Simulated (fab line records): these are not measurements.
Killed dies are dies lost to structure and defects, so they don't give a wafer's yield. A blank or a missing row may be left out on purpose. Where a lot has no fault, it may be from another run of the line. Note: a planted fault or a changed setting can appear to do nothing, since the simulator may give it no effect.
Split-lot experiment | flow n5-finfet | 21 wafers read across 7 lots, on a route 1938 steps long

## THE SPLIT ITSELF
At N5_BEOL_M14_PEB_26 (peb time 90 s), the setting peb-temp-c was moved away from the recipe's 130 C on 4 of the 21 wafers read, by -2.2% to +2.2%. For the rest of the wafers, this setting stayed at what the recipe calls for.

## FROM THE SPLIT TO THE READING: what the file shows between them, 2 steps
- N5_BEOL_M14_DEVELOP_27: develop time 45 s
- N5_BEOL_M14_HARDBAKE_32: time 120 s

## THE READING
cd-nm (nm) at N5_BEOL_M14_CD_MEAS_28, where the cd target is 284.4 nm. Fault-free wafers of this fab line usually give 285.4 nm, standard deviation 1.6 nm.

wafer  | tool, chamber at the split | peb-temp-c as run, C | against the recipe | cd-nm, nm | against lot-mates on the recipe
L074.1 | litho-track-02, 0          | 130                  | recipe             | 284.2     | -
L074.2 | litho-track-02, 0          | 130                  | recipe             | 285.3     | -
L074.3 | litho-track-02, 0          | 127.5                | -1.9%              | 270.0     | -14.8
L076.2 | litho-track-04, 0          | 130                  | recipe             | 283.4     | -
L076.3 | litho-track-04, 0          | 130                  | recipe             | 284.8     | -
L076.6 | litho-track-04, 0          | 130                  | recipe             | 284.4     | -
L080.1 | litho-track-02, 0          | 130                  | recipe             | 284.7     | -
L080.3 | litho-track-02, 0          | 130                  | recipe             | 284.4     | -
L080.6 | litho-track-02, 0          | 130                  | recipe             | 285.7     | -
L078.4 | litho-track-05, 0          | 130                  | recipe             | 288.3     | -
L078.5 | litho-track-05, 0          | 130                  | recipe             | 284.4     | -
L078.6 | litho-track-05, 0          | 130                  | recipe             | 286.5     | -
L084.1 | litho-track-02, 0          | 130                  | recipe             | 285.9     | -
L084.2 | litho-track-02, 0          | 127.2                | -2.2%              | 272.0     | -13.8
L084.4 | litho-track-02, 0          | 130                  | recipe             | 285.7     | -
L089.2 | litho-track-04, 0          | 130                  | recipe             | 281.5     | -
L089.4 | litho-track-04, 0          | 130                  | recipe             | 285.1     | -
L089.6 | litho-track-04, 0          | 130                  | recipe             | 285.1     | -
L093.2 | litho-track-02, 0          | 132.9                | +2.2%              | 296.8     | +10.2
L093.5 | litho-track-02, 0          | 130                  | recipe             | 286.6     | -
L093.6 | litho-track-02, 0          | 132.9                | +2.2%              | 296.6     | +10.0

FIT RESULTS
A straight line over all 21 wafers: cd-nm changes by +5.97 nm for each +1% of peb-temp-c; r = +0.96; the points scatter about the line by 1.6 nm.
The same after taking each lot's own level away (the mean of its wafers on the recipe; 21 wafers): +5.65 nm for each +1%; r = +0.96; scatter 1.5 nm.
Per that fit: largest peb-temp-c move, reading shift of 13 nm.
Across the lots, their own levels run from 283.90 to 286.60 nm, a range of 1.7 times the standard deviation given above.
The two slopes are in agreement: the lot-to-lot level therefore moves the slope only a little.
Check: with one of the wafers moved furthest among these (+2.2%) left out of the fit, the line predicts +13 nm for it against its lot-mates. It came out at +10.2 nm against them.

## THE WHOLE CHAIN: every reading that the file lists as answering this split, in the file's order
step                       | what it does                                                    | reading                                                         | change (the file's fit)              | r (the file's)
N5_BEOL_M14_CD_MEAS_28     | target cd 284.4 nm                                              | cd-nm                                                           | +6.07 nm for each +1% of the setting | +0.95
N5_BEOL_M14_DESCUM_33      | chemistry O2, time 7.9 s                                        | BEOL_M14.cd-nm (the simulator's own value, which no gauge read) | +6 nm for each +1% of the setting    | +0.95
N5_BEOL_M14_ETCH_67        | etches SiARC in CF4, target depth 143 nm, time 238.3 s          | BEOL_M14.cd-nm (the simulator's own value, which no gauge read) | +6.1 nm for each +1% of the setting  | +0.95
N5_BEOL_M14_ETCH_68        | etches SOC in N2/H2, time 450 s                                 | BEOL_M14.cd-nm (the simulator's own value, which no gauge read) | +5.87 nm for each +1% of the setting | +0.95
N5_BEOL_M14_TRENCH_ETCH_34 | etches SiO2 in C4F8/O2/Ar, target depth 556.65 nm, time 126.9 s | BEOL_M14.cd-nm (the simulator's own value, which no gauge read) | +5.84 nm for each +1% of the setting | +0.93

## THE FILE'S OWN FIT
cd-nm changes by +6.07 nm for each +1% of peb-temp-c, r = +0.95.
